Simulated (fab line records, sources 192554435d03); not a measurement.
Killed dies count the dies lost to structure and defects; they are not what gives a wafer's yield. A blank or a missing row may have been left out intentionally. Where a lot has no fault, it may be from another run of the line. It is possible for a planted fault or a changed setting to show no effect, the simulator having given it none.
fab line records -- flow n5_finfet -- part 1 of 2: steps 1 to 19 of 28
record lots=5, wafers=15, last_day=17
route steps=1938 shown BEOL_M6@1238 BEOL_M7@1263
lots that met no fault: taken from a fault-free run of the same line
start_h: hours from the record's opening day to when the first of the lot's shown wafers began -- wait_h: hours elapsed since this lot's preceding step -- " identical to the entry in the row above -- L1.1+2: several wafers, shown together as one row -- - either no value or no given start -- * or withheld: withheld -- < > ~ a bound
route shown NAME@n: a module of which the file shows steps, and the number in the route of the first -- usual: mean/standard deviation of fault-free wafers -- same: alike in all rows -- chamber/n: place in a boat -- sites: per-site readings -- _std_site: the standard deviation of these -- _edge_site: outer sites' mean less inner sites' -- radius_mm: for every site, how far away it sits from the centre of the wafer -- mask NAME#n: copy n -- behind: the most recent tool/chamber to have shaped the wafer -- hold: reason for holding the lot/hours on hold/outcome of the hold -- device: the n, p or np transistor that did not switch -- end of line: the route-end tests of the same wafers -- a step without rows: its recipe alone -- killed: dies that structure and defects cost at the first sort, which is not the same as the wafer's yield -- map: dies across one wafer; x = killed, . = not, _ = none there
set.NAME: setting as actually run; set.NAME@STEP: the setting as run at that earlier step -- model.NAME: the simulator's own value behind a step, which no gauge read
certain route steps with their lots: each step a table, each wafer a row
services: the hour from which a tool's chamber was out of use, counted from the record's first day as start_h (under 0 if before that day), plus the number of hours and why
## steps
# step N5_BEOL_M6_STRIP_36
# recipe chemistry=N2/H2, power_w=450, temp_c=40, pressure_mtorr=20, rf_frequency_hz=6e+07, overash_fraction=0.3, bias_power_w=7, h2_frac=0.5, n2_flow_sccm=200, h2_flow_sccm=200
# usual chamber_pressure_mTorr=20.00/0.032, drypump_motor_current_A=5.7/0.51, h2_flow_sccm=200.0/0.6, oes_product_au=0.80/0.095, rf_vpp_V=59.1/1.4, showerhead_plenum_p_Torr=2.55/0.089, temp_c=40.00/0.12, throttle_valve_pct=23.63/0.19
lot.wafer,tool,chamber,start_h,wait_h,chamber_pressure_mTorr,drypump_motor_current_A,h2_flow_sccm,oes_product_au,rf_hours_counter_h,rf_vpp_V,showerhead_plenum_p_Torr,temp_c,throttle_valve_pct
L081.3,rie_diel-06,2,226.26,0.0,20.00,5.4,200.3,0.92,21,58.8,2.49,40.08,23.39
L081.4,rie_diel-06,1,226.26,0.0,19.97,5.3,200.1,0.68,247,57.4,2.50,40.15,23.68
L081.5,rie_diel-06,0,226.26,0.0,19.98,5.5,199.5,0.75,-,59.1,2.64,40.13,23.75
L086.1,rie_diel-04,0,254.30,0.0,20.04,5.6,199.9,0.93,13,60.1,2.50,40.09,23.80
L086.3,rie_diel-04,1,254.30,0.0,20.02,5.6,199.1,0.68,239,58.8,2.50,40.25,23.91
L086.4,rie_diel-04,3,254.30,0.0,19.96,5.6,199.9,0.71,218,57.2,2.40,39.99,23.45
L089.2,rie_diel-04,2,272.78,0.0,20.03,6.6,200.4,0.88,47,59.7,2.70,39.99,23.83
L089.4,rie_diel-04,1,272.78,0.0,19.97,5.6,200.3,0.68,-,60.4,2.50,40.01,23.91
L089.5,rie_diel-04,3,272.78,0.0,20.03,5.6,201.2,0.71,-,56.5,2.40,39.82,23.47
L094.1,rie_diel-01,3,302.18,0.0,20.05,5.8,199.6,0.84,75,57.8,2.58,39.96,23.51
L094.3,rie_diel-01,1,302.18,0.0,19.96,4.9,200.0,0.84,68,58.4,2.47,40.03,23.47
L094.5,rie_diel-01,0,302.18,0.0,19.98,5.4,199.5,0.86,-,58.4,2.59,39.91,23.97
L097.1,rie_diel-06,3,326.25,0.0,19.97,6.8,199.9,0.68,228,59.4,2.61,39.95,23.57
L097.2,rie_diel-06,1,326.25,0.0,20.03,5.4,200.7,0.93,5,58.8,2.49,40.26,23.27
L097.6,rie_diel-06,1,326.25,0.0,20.01,5.4,201.3,0.93,-,61.7,2.49,40.03,23.28
# step N5_BEOL_M6_TRENCH_ETCH_37
# recipe chemistry=C4F6/O2, target_depth_a=944.35, target=SiCOH_lowk, time_s=31.5, ion_energy_ev=250, pressure_mtorr=30, source_w=345, bias_w=185, Ar_flow_sccm=300, C4F6_flow_sccm=10, O2_flow_sccm=10
# usual C4F6_flow_sccm=10.00/0.03, chamber_pressure_mTorr=30.000/0.03, drypump_motor_current_A=5.7/0.51, oes_f_703_au=0.80/0.089, oes_product_au=0.80/0.092, rf_vpp_V=661/4.7, showerhead_plenum_p_Torr=2.85/0.092, throttle_valve_pct=20.90/0.15
lot.wafer,tool,chamber,start_h,wait_h,C4F6_flow_sccm,chamber_pressure_mTorr,drypump_motor_current_A,oes_f_703_au,oes_product_au,rf_hours_counter_h,rf_vpp_V,showerhead_plenum_p_Torr,throttle_valve_pct
L081.3,rie_diel-06,2,-,-,9.97,29.980,5.4,0.90,0.89,21,658,2.80,20.85
L081.4,rie_diel-06,1,-,-,9.97,29.976,5.3,0.70,0.67,247,652,2.80,20.99
L081.5,rie_diel-06,0,-,-,10.09,29.944,5.5,0.75,0.74,-,669,2.95,21.05
L086.1,rie_diel-04,0,-,-,9.97,30.032,5.6,0.92,0.93,13,661,2.81,21.07
L086.3,rie_diel-04,1,-,-,9.98,29.987,5.6,0.69,0.67,239,664,2.80,20.86
L086.4,rie_diel-04,3,-,-,10.03,30.013,5.6,0.73,0.71,218,663,2.70,20.71
L089.2,rie_diel-04,2,-,-,10.01,29.981,6.5,0.87,0.87,47,665,3.02,20.95
L089.4,rie_diel-04,1,-,-,9.97,30.036,5.6,0.68,0.67,-,662,2.79,20.89
L089.5,rie_diel-04,3,-,-,9.98,29.998,5.6,0.73,0.72,-,663,2.70,20.71
L094.1,rie_diel-01,3,-,-,9.99,29.998,5.8,0.84,0.83,75,655,2.87,20.80
L094.3,rie_diel-01,1,-,-,9.98,30.034,4.9,0.83,0.83,68,653,2.77,20.67
L094.5,rie_diel-01,0,-,-,10.03,29.958,5.4,0.87,0.86,-,664,2.90,21.17
L097.1,rie_diel-06,3,-,-,10.02,29.994,6.8,0.71,0.71,228,660,2.92,21.07
L097.2,rie_diel-06,1,-,-,10.00,29.990,5.3,0.94,0.93,6,651,2.80,20.60
L097.6,rie_diel-06,1,-,-,10.02,29.953,5.3,0.93,0.92,-,650,2.80,20.59
# step N5_BEOL_M6_ETCH_41
# recipe chemistry=CH3F/O2, target=SiCN, target_depth_a=297, taper_deg=2, time_s=52, ion_energy_ev=120, mask_material=TiN, pressure_mtorr=30, source_w=395, bias_w=75, Ar_flow_sccm=150, CH3F_flow_sccm=30, O2_flow_sccm=20
# usual chamber_pressure_mTorr=30.001/0.029, drypump_motor_current_A=5.7/0.5, oes_product_au=0.80/0.093, rf_vpp_V=297.4/1.5, showerhead_plenum_p_Torr=2.00/0.068, throttle_valve_pct=16.30/0.15
lot.wafer,tool,chamber,start_h,wait_h,chamber_pressure_mTorr,drypump_motor_current_A,oes_product_au,rf_hours_counter_h,rf_vpp_V,showerhead_plenum_p_Torr,throttle_valve_pct
L081.3,rie_diel-06,2,-,-,29.995,5.4,0.90,21,296.3,1.97,16.18
L081.4,rie_diel-06,1,-,-,29.971,5.3,0.68,247,297.4,1.97,16.46
L081.5,rie_diel-06,0,-,-,29.965,5.5,0.74,-,299.5,2.08,16.49
L086.1,rie_diel-04,0,-,-,30.006,5.6,0.92,13,294.5,1.97,16.37
L086.3,rie_diel-04,1,-,-,30.007,5.6,0.67,239,297.2,1.97,16.34
L086.4,rie_diel-04,3,-,-,29.977,5.6,0.72,218,293.0,1.89,16.18
L089.2,rie_diel-04,2,-,-,30.010,6.5,0.88,47,299.6,2.13,16.27
L089.4,rie_diel-04,1,-,-,29.991,5.6,0.67,-,295.7,1.96,16.36
L089.5,rie_diel-04,3,-,-,30.039,5.7,0.72,-,293.3,1.89,16.19
L094.1,rie_diel-01,3,-,-,29.976,5.8,0.83,75,298.0,2.02,16.23
L094.3,rie_diel-01,1,-,-,29.965,4.9,0.83,68,296.4,1.95,16.06
L094.5,rie_diel-01,0,-,-,29.998,5.4,0.86,-,297.8,2.04,16.53
L097.1,rie_diel-06,3,-,-,30.090,6.8,0.70,228,298.6,2.05,16.53
L097.2,rie_diel-06,1,-,-,29.993,5.3,0.93,6,297.2,1.96,15.98
L097.6,rie_diel-06,1,-,-,30.041,5.3,0.93,-,296.8,1.96,15.97
# step N5_BEOL_M6_STRIP_80
# recipe chemistry=N2/H2, time_s=10, power_w=450, temp_c=40, pressure_mtorr=20, rf_frequency_hz=6e+07, bias_power_w=7, n2_flow_sccm=200, h2_flow_sccm=200
# usual chamber_pressure_mTorr=20.002/0.017, drypump_motor_current_A=5.7/0.5, h2_flow_sccm=199.9/0.6, oes_product_au=0.80/0.095, rf_vpp_V=59.2/0.9, showerhead_plenum_p_Torr=2.55/0.089, temp_c=39.99/0.097, throttle_valve_pct=23.63/0.19
lot.wafer,tool,chamber,start_h,wait_h,chamber_pressure_mTorr,drypump_motor_current_A,h2_flow_sccm,oes_product_au,rf_hours_counter_h,rf_vpp_V,showerhead_plenum_p_Torr,temp_c,throttle_valve_pct
L081.3,rie_diel-06,2,-,-,19.993,5.3,200.3,0.91,21,57.0,2.49,39.89,23.37
L081.4,rie_diel-06,1,-,-,20.033,5.3,200.1,0.68,247,59.5,2.50,39.93,23.71
L081.5,rie_diel-06,0,-,-,19.991,5.5,200.0,0.75,-,57.7,2.64,40.09,23.76
L086.1,rie_diel-04,0,-,-,20.009,5.6,200.3,0.93,13,58.8,2.50,40.09,23.80
L086.3,rie_diel-04,1,-,-,20.003,5.6,199.8,0.67,239,59.1,2.50,40.00,23.91
L086.4,rie_diel-04,3,-,-,19.995,5.7,199.4,0.71,218,58.7,2.40,39.92,23.47
L089.2,rie_diel-04,2,-,-,20.007,6.5,199.4,0.87,47,59.6,2.70,39.83,23.79
L089.4,rie_diel-04,1,-,-,20.027,5.6,200.0,0.67,-,59.5,2.50,40.11,23.92
L089.5,rie_diel-04,3,-,-,20.029,5.6,200.7,0.71,-,58.6,2.40,40.07,23.47
L094.1,rie_diel-01,3,-,-,20.007,5.8,200.8,0.83,75,58.9,2.58,39.93,23.51
L094.3,rie_diel-01,1,-,-,19.990,4.8,200.8,0.84,68,59.8,2.47,40.11,23.45
L094.5,rie_diel-01,0,-,-,20.009,5.3,199.6,0.87,-,60.4,2.59,39.93,23.98
L097.1,rie_diel-06,3,-,-,20.009,6.8,200.4,0.70,228,60.1,2.61,39.95,23.58
L097.2,rie_diel-06,1,-,-,20.040,5.3,201.0,0.94,6,59.8,2.49,39.80,23.29
L097.6,rie_diel-06,1,-,-,20.023,5.4,199.8,0.95,-,58.6,2.49,39.92,23.27
# step N5_BEOL_M6_OCD_MEAS_38
# usual trench_depth_nm=94.0/1.3
lot.wafer,tool,chamber,start_h,wait_h,trench_depth_nm
L081.3,ocd-02,-,226.46,-,93.6
L081.4,ocd-02,-,226.46,-,91.6
L081.5,ocd-02,-,226.46,-,93.3
L086.1,ocd-02,-,254.49,-,95.9
L086.3,ocd-02,-,254.49,-,92.3
L086.4,ocd-02,-,254.49,-,93.6
L089.2,ocd-01,-,272.98,-,95.1
L089.4,ocd-01,-,272.98,-,92.1
L089.5,ocd-01,-,272.98,-,94.9
L094.1,ocd-02,-,302.37,-,92.9
L094.3,ocd-02,-,302.37,-,92.8
L094.5,ocd-02,-,302.37,-,95.8
L097.1,ocd-01,-,326.44,-,93.2
L097.2,ocd-01,-,326.44,-,96.4
L097.6,ocd-01,-,326.44,-,96.0
# step N5_BEOL_M6_HM_STRIP_39
# recipe chemistry=peroxide_tin_strip, material=TiN, target_depth_a=250, temp_c=50, time_s=158
# usual temp_c=50.01/0.1
lot.wafer,tool,chamber,start_h,wait_h,temp_c
L081.3,wet_bench-03,2,226.49,0.0,50.03
L081.4,wet_bench-03,6,226.49,0.0,50.16
L081.5,wet_bench-03,7,226.49,0.0,49.93
L086.1,wet_bench-05,0,254.53,0.0,49.89
L086.3,wet_bench-05,5,254.53,0.0,49.93
L086.4,wet_bench-05,1,254.53,0.0,49.97
L089.2,wet_bench-03,3,273.01,0.0,50.07
L089.4,wet_bench-03,2,273.01,0.0,49.91
L089.5,wet_bench-03,4,273.01,0.0,50.14
L094.1,wet_bench-03,6,302.40,0.0,50.14
L094.3,wet_bench-03,5,302.40,0.0,50.02
L094.5,wet_bench-03,0,302.40,0.0,49.97
L097.1,wet_bench-01,7,326.47,0.0,50.16
L097.2,wet_bench-01,2,326.47,0.0,50.04
L097.6,wet_bench-01,3,326.47,0.0,49.94
# step N5_BEOL_M6_SRD_40
# recipe time_s=30, temp_c=23, rinse_liquid=diw, dry=ipa_marangoni
# usual temp_c=23.01/0.098
lot.wafer,tool,chamber,start_h,wait_h,temp_c
L081.3,wet_bench-03,2,226.54,0.0,22.84
L081.4,wet_bench-03,6,226.54,0.0,23.11
L081.5,wet_bench-03,7,226.54,0.0,23.06
L086.1,wet_bench-05,0,254.57,0.0,23.13
L086.3,wet_bench-05,5,254.57,0.0,23.20
L086.4,wet_bench-05,1,254.57,0.0,23.08
L089.2,wet_bench-03,3,273.06,0.0,23.02
L089.4,wet_bench-03,2,273.06,0.0,23.11
L089.5,wet_bench-03,4,273.06,0.0,23.18
L094.1,wet_bench-03,6,302.45,0.0,23.16
L094.3,wet_bench-03,5,302.45,0.0,23.04
L094.5,wet_bench-03,0,302.45,0.0,23.07
L097.1,wet_bench-01,7,326.52,0.0,23.03
L097.2,wet_bench-01,2,326.52,0.0,23.08
L097.6,wet_bench-01,3,326.52,0.0,22.90
# step N5_BEOL_M6_PRECLEAN_42
# recipe chemistry=residue_remover, time_s=60, temp_c=40
# usual temp_c=39.99/0.12
lot.wafer,tool,chamber,start_h,wait_h,temp_c
L081.3,wet_bench-03,2,226.55,0.0,39.81
L081.4,wet_bench-03,6,226.55,0.0,39.83
L081.5,wet_bench-03,7,226.55,0.0,40.12
L086.1,wet_bench-05,0,254.59,0.0,39.97
L086.3,wet_bench-05,5,254.59,0.0,39.94
L086.4,wet_bench-05,1,254.59,0.0,40.03
L089.2,wet_bench-03,3,273.07,0.0,40.05
L089.4,wet_bench-03,2,273.07,0.0,40.15
L089.5,wet_bench-03,4,273.07,0.0,40.05
L094.1,wet_bench-03,6,302.47,0.0,40.01
L094.3,wet_bench-03,5,302.47,0.0,39.84
L094.5,wet_bench-03,0,302.47,0.0,40.26
L097.1,wet_bench-01,7,326.54,0.0,40.03
L097.2,wet_bench-01,2,326.54,0.0,39.95
L097.6,wet_bench-01,3,326.54,0.0,39.96
# step N5_BEOL_M6_SRD_43
# recipe time_s=30, temp_c=23, rinse_liquid=diw, dry=ipa_marangoni
# usual temp_c=23.02/0.11
lot.wafer,tool,chamber,start_h,wait_h,temp_c
L081.3,wet_bench-03,2,226.57,0.0,22.84
L081.4,wet_bench-03,6,226.57,0.0,23.01
L081.5,wet_bench-03,7,226.57,0.0,23.12
L086.1,wet_bench-05,0,254.61,0.0,23.10
L086.3,wet_bench-05,5,254.61,0.0,22.83
L086.4,wet_bench-05,1,254.61,0.0,23.11
L089.2,wet_bench-03,3,273.09,0.0,23.05
L089.4,wet_bench-03,2,273.09,0.0,22.96
L089.5,wet_bench-03,4,273.09,0.0,22.98
L094.1,wet_bench-03,6,302.48,0.0,22.88
L094.3,wet_bench-03,5,302.48,0.0,23.08
L094.5,wet_bench-03,0,302.48,0.0,22.92
L097.1,wet_bench-01,7,326.56,0.0,23.02
L097.2,wet_bench-01,2,326.56,0.0,22.98
L097.6,wet_bench-01,3,326.56,0.0,23.03
# step N5_BEOL_M6_CD_MEAS_35
# recipe target_cd_nm=40, target_cd_y_nm=28, polarity=opening
# usual cd_nm=40.0/0.5
lot.wafer,tool,chamber,start_h,wait_h,cd_nm
L081.3,cd_sem-01,-,226.61,0.0,40.2
L081.4,cd_sem-01,-,226.61,0.0,39.8
L081.5,cd_sem-01,-,226.61,0.0,40.5
L086.1,cd_sem-03,-,254.65,0.0,39.7
L086.3,cd_sem-03,-,254.65,0.0,39.7
L086.4,cd_sem-03,-,254.65,0.0,40.3
L089.2,cd_sem-02,-,273.13,0.0,40.0
L089.4,cd_sem-02,-,273.13,0.0,40.4
L089.5,cd_sem-02,-,273.13,0.0,40.4
L094.1,cd_sem-03,-,302.52,0.0,40.8
L094.3,cd_sem-03,-,302.52,0.0,40.6
L094.5,cd_sem-03,-,302.52,0.0,39.9
L097.1,cd_sem-03,-,326.60,0.0,39.8
L097.2,cd_sem-03,-,326.60,0.0,39.2
L097.6,cd_sem-03,-,326.60,0.0,39.9
# step N5_BEOL_M6_CURE_75
# recipe temp_c=370, time_s=120, ambient=DMADMS/He, material=SiCOH_lowk
# usual lamp_power_pct=52.32/0.058, wafer_temp_C_max=371.7/0.5
lot.wafer,tool,chamber,start_h,wait_h,lamp_power_pct,wafer_temp_C_max
L081.3,uv_cure-02,1,226.85,0.2,52.30,372.3
L081.4,uv_cure-02,1,226.85,0.2,52.40,371.8
L081.5,uv_cure-02,1,226.85,0.2,52.36,372.9
L086.1,uv_cure-03,1,254.69,0.0,52.37,371.3
L086.3,uv_cure-03,1,254.69,0.0,52.38,371.8
L086.4,uv_cure-03,1,254.69,0.0,52.25,371.3
L089.2,uv_cure-02,0,273.22,0.1,52.40,371.9
L089.4,uv_cure-02,0,273.22,0.1,52.39,372.0
L089.5,uv_cure-02,0,273.22,0.1,52.32,371.2
L094.1,uv_cure-01,2,302.78,0.3,52.27,370.9
L094.3,uv_cure-01,2,302.78,0.3,52.34,371.7
L094.5,uv_cure-01,2,302.78,0.3,52.30,371.5
L097.1,uv_cure-03,0,326.64,0.0,52.30,371.9
L097.2,uv_cure-03,0,326.64,0.0,52.21,372.0
L097.6,uv_cure-03,0,326.64,0.0,52.28,372.2
# step N5_BEOL_M6_DEGAS_44
# recipe ambient=vacuum, temp_c=250, time_s=60
# usual heater_power_w=343/39
lot.wafer,tool,chamber,start_h,wait_h,heater_power_w
L081.3,pvd_sputter-03,-,227.29,0.3,298
L081.4,pvd_sputter-03,-,227.29,0.3,476
L081.5,pvd_sputter-03,-,227.29,0.3,464
L086.1,pvd_sputter-01,-,255.09,0.3,345
L086.3,pvd_sputter-01,-,255.09,0.3,285
L086.4,pvd_sputter-01,-,255.09,0.3,368
L089.2,pvd_sputter-03,-,273.71,0.4,299
L089.4,pvd_sputter-03,-,273.71,0.4,463
L089.5,pvd_sputter-03,-,273.71,0.4,347
L094.1,pvd_sputter-02,-,303.25,0.4,347
L094.3,pvd_sputter-02,-,303.25,0.4,349
L094.5,pvd_sputter-02,-,303.25,0.4,308
L097.1,pvd_sputter-01,-,327.30,0.6,379
L097.2,pvd_sputter-01,-,327.30,0.6,298
L097.6,pvd_sputter-01,-,327.30,0.6,387
# step N5_BEOL_M6_PRE_CLEAN_45
# recipe gas=H2/He, time_s=30, temp_c=250
# usual heater_power_w=344/39
lot.wafer,tool,chamber,start_h,wait_h,heater_power_w
L081.3,pvd_sputter-03,-,227.33,0.0,289
L081.4,pvd_sputter-03,-,227.33,0.0,465
L081.5,pvd_sputter-03,-,227.33,0.0,471
L086.1,pvd_sputter-01,-,255.13,0.0,350
L086.3,pvd_sputter-01,-,255.13,0.0,294
L086.4,pvd_sputter-01,-,255.13,0.0,378
L089.2,pvd_sputter-03,-,273.75,0.0,294
L089.4,pvd_sputter-03,-,273.75,0.0,462
L089.5,pvd_sputter-03,-,273.75,0.0,355
L094.1,pvd_sputter-02,-,303.29,0.0,349
L094.3,pvd_sputter-02,-,303.29,0.0,366
L094.5,pvd_sputter-02,-,303.29,0.0,311
L097.1,pvd_sputter-01,-,327.34,0.0,366
L097.2,pvd_sputter-01,-,327.34,0.0,303
L097.6,pvd_sputter-01,-,327.34,0.0,381
# step N5_BEOL_M6_ALD_77
# recipe material=TaN, target_thk_a=20, temp_c=275, ald_precursor_family=PDMAT, ald_co_reactant=NH3, pressure_torr=3, carrier_flow_sccm=1500, pulse_time_s=2, purge_time_s=3, co_reactant_purge_time_s=2, co_reactant_pulse_time_s=3, ald_cycles=40, precursor_vessel_temp_c=75, precursor_vessel_pressure_torr=26.25, precursor_vessel_carrier_sccm=1000
# usual heater_power_w=434/47
lot.wafer,tool,chamber,start_h,wait_h,heater_power_w
L081.3,ald_metal-04,0,227.39,0.0,412
L081.4,ald_metal-04,2,227.39,0.0,447
L081.5,ald_metal-04,1,227.39,0.0,510
L086.1,ald_metal-01,3,255.41,0.3,429
L086.3,ald_metal-01,1,255.41,0.3,453
L086.4,ald_metal-01,2,255.41,0.3,531
L089.2,ald_metal-01,2,273.81,0.0,511
L089.4,ald_metal-01,0,273.81,0.0,392
L089.5,ald_metal-01,1,273.81,0.0,457
L094.1,ald_metal-04,1,303.35,0.0,500
L094.3,ald_metal-04,0,303.35,0.0,409
L094.5,ald_metal-04,1,303.35,0.0,501
L097.1,ald_metal-03,3,327.40,0.0,419
L097.2,ald_metal-03,1,327.40,0.0,429
L097.6,ald_metal-03,0,327.40,0.0,393
# step N5_BEOL_M6_SURFACE_TREAT_79
# recipe gas=Ar, time_s=*, ion_energy_ev=*, ion_current_ma_cm2=0.5, pressure_mtorr=*, ar_flow_sccm=30
# usual throttle_valve_pct=*
lot.wafer,tool,chamber,start_h,wait_h,throttle_valve_pct
L081.3,pvd_sputter-02,-,229.05,1.5,*
L081.4,pvd_sputter-02,-,229.05,1.5,*
L081.5,pvd_sputter-02,-,229.05,1.5,*
L086.1,pvd_sputter-01,-,255.77,0.2,*
L086.3,pvd_sputter-01,-,255.77,0.2,*
L086.4,pvd_sputter-01,-,255.77,0.2,*
L089.2,pvd_sputter-03,-,274.13,0.2,*
L089.4,pvd_sputter-03,-,274.13,0.2,*
L089.5,pvd_sputter-03,-,274.13,0.2,*
L094.1,pvd_sputter-03,-,303.80,0.3,*
L094.3,pvd_sputter-03,-,303.80,0.3,*
L094.5,pvd_sputter-03,-,303.80,0.3,*
L097.1,pvd_sputter-03,-,327.70,0.2,*
L097.2,pvd_sputter-03,-,327.70,0.2,*
L097.6,pvd_sputter-03,-,327.70,0.2,*
# step N5_BEOL_M6_CVD_78
# recipe material=Co, target_thk_a=20, temp_c=withheld, precursor=CCTBA/H2, pressure_torr=30, time_s=142.3
lot.wafer,tool,chamber,start_h,wait_h
L081.3+4+5,cvd_co-01,"2,2,0",229.11,0.0
L086.1+3+4,cvd_co-02,"1,0,1",255.89,0.1
L089.2+4+5,cvd_co-02,"2,0,1",274.19,0.0
L094.1+3+5,cvd_co-01,"2,1,2",303.86,0.0
L097.1+2+6,cvd_co-01,"2,1,2",327.76,0.0
# step N5_BEOL_M6_SPUTTER_48
# recipe material=Cu, target_thk_a=100, temp_c=-20, bias_v=60, power_w=26000, chamber_pressure_pa=0.13, time_s=1.667
# usual chamber_pressure_pa=0.13001/0.00025, throttle_valve_pct=29.9/1
lot.wafer,tool,chamber,start_h,wait_h,chamber_pressure_pa,throttle_valve_pct
L081.3,pvd_sputter-02,-,229.29,0.1,0.13025,28.6
L081.4,pvd_sputter-02,-,229.29,0.1,0.13,31.6
L081.5,pvd_sputter-02,-,229.29,0.1,0.13019,29.0
L086.1,pvd_sputter-01,-,256.05,0.1,0.13007,30.7
L086.3,pvd_sputter-01,-,256.05,0.1,0.12989,29.5
L086.4,pvd_sputter-01,-,256.05,0.1,0.12983,30.0
L089.2,pvd_sputter-03,-,274.35,0.1,0.13003,29.6
L089.4,pvd_sputter-03,-,274.35,0.1,0.12943,31.5
L089.5,pvd_sputter-03,-,274.35,0.1,0.13021,28.8
L094.1,pvd_sputter-03,-,305.72,1.8,0.1298,31.4
L094.3,pvd_sputter-03,-,305.72,1.8,0.12996,28.4
L094.5,pvd_sputter-03,-,305.72,1.8,0.12992,28.7
L097.1,pvd_sputter-01,-,327.87,0.1,0.12968,29.4
L097.2,pvd_sputter-01,-,327.87,0.1,0.12948,30.7
L097.6,pvd_sputter-01,-,327.87,0.1,0.12992,30.1
# step N5_BEOL_M6_ECD_50
# recipe material=Cu, target_thk_a=3000
lot.wafer,tool,chamber,start_h,wait_h
L081.3+4+5,ecd_cu-02,"0,1,0",229.43,0.1
L086.1+3+4,ecd_cu-02,"1,0,1",256.16,0.1
L089.2+4+5,ecd_cu-02,"1,0,0",274.47,0.1
L094.1+3+5,ecd_cu-01,"1,0,1",305.84,0.1
L097.1+2+6,ecd_cu-01,"1,0,1",327.99,0.1
# step N5_BEOL_M6_ANNEAL_51
# recipe temp_c=225, time_s=90, ambient=N2
# usual wafer_temp_C_max=226.29/0.27
lot.wafer,tool,chamber,start_h,wait_h,wafer_temp_C_max
L081.3,rtp_anneal-01,0,229.59,0.1,226.44
L081.4,rtp_anneal-01,0,229.59,0.1,226.58
L081.5,rtp_anneal-01,0,229.59,0.1,226.47
L086.1,rtp_anneal-01,0,256.57,0.4,226.40
L086.3,rtp_anneal-01,0,256.57,0.4,226.35
L086.4,rtp_anneal-01,0,256.57,0.4,225.99
L089.2,rtp_anneal-02,0,274.94,0.5,226.70
L089.4,rtp_anneal-02,0,274.94,0.5,225.91
L089.5,rtp_anneal-02,0,274.94,0.5,226.69
L094.1,rtp_anneal-01,0,305.93,0.1,226.40
L094.3,rtp_anneal-01,0,305.93,0.1,226.30
L094.5,rtp_anneal-01,0,305.93,0.1,226.87
L097.1,rtp_anneal-01,0,328.08,0.1,226.27
L097.2,rtp_anneal-01,0,328.08,0.1,226.54
L097.6,rtp_anneal-01,0,328.08,0.1,226.10
